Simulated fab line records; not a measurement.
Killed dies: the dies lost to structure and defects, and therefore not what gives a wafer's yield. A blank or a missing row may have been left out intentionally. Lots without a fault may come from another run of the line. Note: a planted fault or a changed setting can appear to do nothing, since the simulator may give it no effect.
Matching of chambers || flow nand_harc || NHARC_A_CHANNEL_FILL_D1_CMP_10 on cmp-01: 4 sister chambers
The step polishes, target thk 150 nm. 20 wafers are shown with their chamber, then 10 later ones without.

== WAFERS PAIRED WITH THEIR CHAMBERS ==
{"wafer": "L078.2", "chamber": 0, "motor_current_A (A)": 10.3, "slurry_flow_ml_min": 150.8, "time_to_endpoint_s (s)": 17.8}
{"wafer": "L078.5", "chamber": 1, "motor_current_A (A)": 13.1, "slurry_flow_ml_min": 150.6, "time_to_endpoint_s (s)": 16.0}
{"wafer": "L078.6", "chamber": 0, "motor_current_A (A)": 9.8, "slurry_flow_ml_min": 150.1, "time_to_endpoint_s (s)": 12.8}
{"wafer": "L081.3", "chamber": 2, "motor_current_A (A)": 11.8, "slurry_flow_ml_min": 150.1, "time_to_endpoint_s (s)": 15.9}
{"wafer": "L081.4", "chamber": 1, "motor_current_A (A)": 13.4, "slurry_flow_ml_min": 150.0, "time_to_endpoint_s (s)": 18.8}
{"wafer": "L081.6", "chamber": 2, "motor_current_A (A)": 11.4, "slurry_flow_ml_min": 150.3, "time_to_endpoint_s (s)": 17.6}
{"wafer": "L083.2", "chamber": 0, "motor_current_A (A)": 10.7, "slurry_flow_ml_min": 150.3, "time_to_endpoint_s (s)": 14.0}
{"wafer": "L083.4", "chamber": 1, "motor_current_A (A)": 12.9, "slurry_flow_ml_min": 150.0, "time_to_endpoint_s (s)": 16.2}
{"wafer": "L083.5", "chamber": 0, "motor_current_A (A)": 10.1, "slurry_flow_ml_min": 149.5, "time_to_endpoint_s (s)": 14.1}
{"wafer": "L088.4", "chamber": 2, "motor_current_A (A)": 11.5, "slurry_flow_ml_min": 150.2, "time_to_endpoint_s (s)": 12.6}
{"wafer": "L088.5", "chamber": 3, "motor_current_A (A)": 11.5, "slurry_flow_ml_min": 149.9, "time_to_endpoint_s (s)": 14.2}
{"wafer": "L088.6", "chamber": 2, "motor_current_A (A)": 11.8, "slurry_flow_ml_min": 150.9, "time_to_endpoint_s (s)": 13.0}
{"wafer": "L085.4", "chamber": 1, "motor_current_A (A)": 13.3, "slurry_flow_ml_min": 149.9, "time_to_endpoint_s (s)": 14.4}
{"wafer": "L085.5", "chamber": 2, "motor_current_A (A)": 10.9, "slurry_flow_ml_min": 150.6, "time_to_endpoint_s (s)": 13.1}
{"wafer": "L085.6", "chamber": 1, "motor_current_A (A)": 13.8, "slurry_flow_ml_min": 149.1, "time_to_endpoint_s (s)": 11.6}
{"wafer": "L091.2", "chamber": 1, "motor_current_A (A)": 13.3, "slurry_flow_ml_min": 151.2, "time_to_endpoint_s (s)": 14.2}
{"wafer": "L091.4", "chamber": 0, "motor_current_A (A)": 10.4, "slurry_flow_ml_min": 150.6, "time_to_endpoint_s (s)": 14.0}
{"wafer": "L091.6", "chamber": 1, "motor_current_A (A)": 13.6, "slurry_flow_ml_min": 150.6, "time_to_endpoint_s (s)": 12.0}
{"wafer": "L090.2", "chamber": 1, "motor_current_A (A)": 13.7, "slurry_flow_ml_min": 150.7, "time_to_endpoint_s (s)": 13.9}
{"wafer": "L090.4", "chamber": 0, "motor_current_A (A)": 10.4, "slurry_flow_ml_min": 150.5, "time_to_endpoint_s (s)": 12.1}

SIGNATURES (averages over the wafers above)
{"reading": "motor_current_A", "chamber 0": 10.283, "chamber 1": 13.387, "chamber 2": 11.480, "chamber 3": 11.500, "scatter within a chamber": 0.323}
{"reading": "slurry_flow_ml_min", "chamber 0": 150.300, "chamber 1": 150.262, "chamber 2": 150.420, "chamber 3": 149.900, "scatter within a chamber": 0.525}
{"reading": "time_to_endpoint_s", "chamber 0": 14.133, "chamber 1": 14.637, "chamber 2": 14.440, "chamber 3": 14.200, "scatter within a chamber": 2.2}
Rule: a wafer lies at a distance from a chamber equal to the root of the sum of squares, over the readings, of (its reading less the chamber's mean, divided by the reading's scatter). The wafer belongs to the nearest chamber; if the next one is less than 2 further off, it can't be placed. The scatter: take each reading less its chamber's mean, square it, sum over the shown wafers, divide by the number of wafers less the number of chambers, and take the root.

== WAFERS WHOSE CHAMBER IS MISSING ==
{"wafer": "L090.5", "motor_current_A (A)": 9.9, "slurry_flow_ml_min": 150.0, "time_to_endpoint_s (s)": 15.0}
{"wafer": "L095.2", "motor_current_A (A)": 11.0, "slurry_flow_ml_min": 149.9, "time_to_endpoint_s (s)": 13.7}
{"wafer": "L095.4", "motor_current_A (A)": 13.4, "slurry_flow_ml_min": 149.7, "time_to_endpoint_s (s)": 13.6}
{"wafer": "L095.6", "motor_current_A (A)": 10.7, "slurry_flow_ml_min": 150.6, "time_to_endpoint_s (s)": 13.9}
{"wafer": "L096.2", "motor_current_A (A)": 11.9, "slurry_flow_ml_min": 149.8, "time_to_endpoint_s (s)": 12.0}
{"wafer": "L096.3", "motor_current_A (A)": 10.5, "slurry_flow_ml_min": 149.7, "time_to_endpoint_s (s)": 13.6}
{"wafer": "L096.5", "motor_current_A (A)": 11.2, "slurry_flow_ml_min": 149.5, "time_to_endpoint_s (s)": 12.6}
{"wafer": "L097.1", "motor_current_A (A)": 11.4, "slurry_flow_ml_min": 150.0, "time_to_endpoint_s (s)": 15.3}
{"wafer": "L097.2", "motor_current_A (A)": 13.1, "slurry_flow_ml_min": 149.9, "time_to_endpoint_s (s)": 13.9}
{"wafer": "L097.6", "motor_current_A (A)": 11.2, "slurry_flow_ml_min": 149.6, "time_to_endpoint_s (s)": 13.7}

== WHICH CHAMBER EACH WENT THROUGH ==
{"wafer": "L090.5", "from the rows above": 0, "in truth": 0}
{"wafer": "L095.2", "from the rows above": "can't be placed: 3 or 2 or 0", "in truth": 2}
{"wafer": "L095.4", "from the rows above": 1, "in truth": 1}
{"wafer": "L095.6", "from the rows above": "can't be placed: 0 or 2 or 3", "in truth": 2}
{"wafer": "L096.2", "from the rows above": "can't be placed: 3 or 2", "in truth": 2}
{"wafer": "L096.3", "from the rows above": "can't be placed: 0 or 3", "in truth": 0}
{"wafer": "L096.5", "from the rows above": "can't be placed: 3 or 2 or 0", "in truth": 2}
{"wafer": "L097.1", "from the rows above": "can't be placed: 3 or 2", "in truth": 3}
{"wafer": "L097.2", "from the rows above": 1, "in truth": 1}
{"wafer": "L097.6", "from the rows above": "can't be placed: 3 or 2", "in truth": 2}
Placed correctly: 3 of 10. These rows do not allow placing 7 (true chamber among the candidates in 7). Wrongly placed: 0.
